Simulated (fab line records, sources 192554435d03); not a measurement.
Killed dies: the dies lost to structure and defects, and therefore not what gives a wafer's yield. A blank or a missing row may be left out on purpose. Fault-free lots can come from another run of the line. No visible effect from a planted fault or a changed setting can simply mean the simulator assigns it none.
3 desks, one fault ; flow n5-finfet ; only its own numbers are on each desk; what lay behind them is given at the end

## THE DEFECT DESK
For each lot, the counts of the inspections along the route, averaged over the sampled wafers that have a number. The brackets show how far a lot's mean lies from the usual mean; more than 4 standard deviations puts the lot out of limits, marked OUT.
Columns: A = raw-defect-count at N5_BEOL_M11_INSPECT_30, usual 385
lot;first seen here;A
L474;day 13 03:15;328
L475;day 13 17:32;308
L480;day 14 16:25;428
L481;day 15 05:14;509
L488;day 16 18:09;487
L487;day 16 18:19;357
L496;day 18 23:41;438
This desk's verdict: no lot among the 7 shows anything out of limits.

## METROLOGY DESK
What the gauges read, lot by lot, whatever tool the lot ran on: means of the sampled wafers that have a number. The brackets show how far a lot's mean lies from the usual mean; more than 4 standard deviations puts the lot out of limits, marked OUT. Shown here are 7 of its 28 readings, the ones lying furthest out on some lot.
Columns: A = cd-nm at N5_BEOL_M11_CD_MEAS_18, usual 69.7 nm; B = trench-depth-nm at N5_BEOL_M11_OCD_MEAS_38, usual 151 nm; C = M11_THK at N5_BEOL_M11_THK_MEAS_53, usual 145 nm; D = M11_RS at N5_BEOL_M11_RS_MEAS_57, usual 0.148 ohm/sq; E = COMB_M5 at N5_BEOL_M15_RC_MEAS_101, usual 3.5e-11 S/m; F = SERP_M11 at N5_BEOL_M15_RC_MEAS_101, usual 3.02 ohm/um; G = SERP_M11_max_site at N5_BEOL_M15_RC_MEAS_101, usual 3.11 ohm/um
lot;first seen here;A;B;C;D;E;F;G
L474;day 13 02:18;70.0;151;145;0.150;3.5e-11;3.07;3.16
L475;day 13 17:02;69.2;152;148;0.143;3.7e-11;2.93;3.08
L480;day 14 15:29;70.4;148;141;0.153;4.0e-11;3.08;3.17
L481;day 15 03:14;68.8;148;137;0.157;3.3e-11;3.24;3.32
L487;day 16 17:04;67.9;164;158;0.138;3.3e-11;2.94;3.00
L488;day 16 17:21;70.3;152;146;0.149;4.6e-11;3.03;3.10
L496;day 18 23:10;69.2;149;144;0.149;4.0e-11;3.08;3.23
This desk's verdict: no lot among the 7 shows anything out of limits.

## DESK OF THE TOOL OWNER: rie-diel-06
The tool's own readings at N5_BEOL_M11_TRENCH_ETCH_37 (etches SiCOH lowk in C4F6/O2, target depth 148.83 nm, time 48 s): means of the sampled wafers that have a number, for each lot that ran on this tool. The brackets show how far a lot's mean lies from the usual mean; more than 4 standard deviations puts the lot out of limits, marked OUT. Readings shown: 7 out of 8 (the first out of limits, and those lying furthest out on some lot).
Columns: A = drypump-motor-current-A at N5_BEOL_M11_TRENCH_ETCH_37, usual 5.7 A; B = oes-product-au at N5_BEOL_M11_TRENCH_ETCH_37, usual 0.82 a.u.; C = rf-fwd-power-W at N5_BEOL_M11_TRENCH_ETCH_37, usual 341.7 W; D = rf-vpp-V at N5_BEOL_M11_TRENCH_ETCH_37, usual 660 V; E = run-length-s at N5_BEOL_M11_TRENCH_ETCH_37, usual 71.1 s; F = showerhead-plenum-p-Torr at N5_BEOL_M11_TRENCH_ETCH_37, usual 2.85 Torr; G = throttle-valve-pct at N5_BEOL_M11_TRENCH_ETCH_37, usual 20.81 %
lot;first seen here;A;B;C;D;E;F;G
L474;day 13 03:36;6.0;0.80;342.2;658;71.9;2.82;20.74
L475;day 13 17:53;5.4;0.91;343.2;671;70.8;2.81;20.76
L480;day 14 16:46;5.6;0.81;341.5;653;71.4;2.84;20.77
L481;day 15 05:48;5.3;0.82;342.3;649;71.2;2.86;20.79
L488;day 16 18:31;5.9;0.82;341.7;651;71.4;2.85;20.65
L487;day 16 18:59;5.6;0.79;342.4;654;76.2 (+9.9) OUT;2.83;20.80
This desk's finding: out of limits on L487; first on L487, day 16 18:59 (run-length-s at N5_BEOL_M11_TRENCH_ETCH_37). L474, L475, L480, L481, L488: within limits.

## PUT TOGETHER
The tool owner's desk had the chance to raise an alarm at day 16 18:59 on L487.
Nothing the defect desk looked at was out of limits.
Nothing out of limits was seen by the metrology desk.
The defect desk has L487 on record, within its limits.
The metrology desk holds a record of L487, inside its limits.
Of the lots named, all ran N5_BEOL_M11_TRENCH_ETCH_37 on rie-diel-06.

## WHAT THE SIMULATOR HAD INSERTED
rie-diel-06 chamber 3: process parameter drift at N5_BEOL_M11_TRENCH_ETCH_37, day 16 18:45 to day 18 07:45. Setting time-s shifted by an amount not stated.
Shown lots that were struck: L487.
How many hours passed from the start of the fault until each desk's first out-of-limits reading: the tool owner's desk, 0.
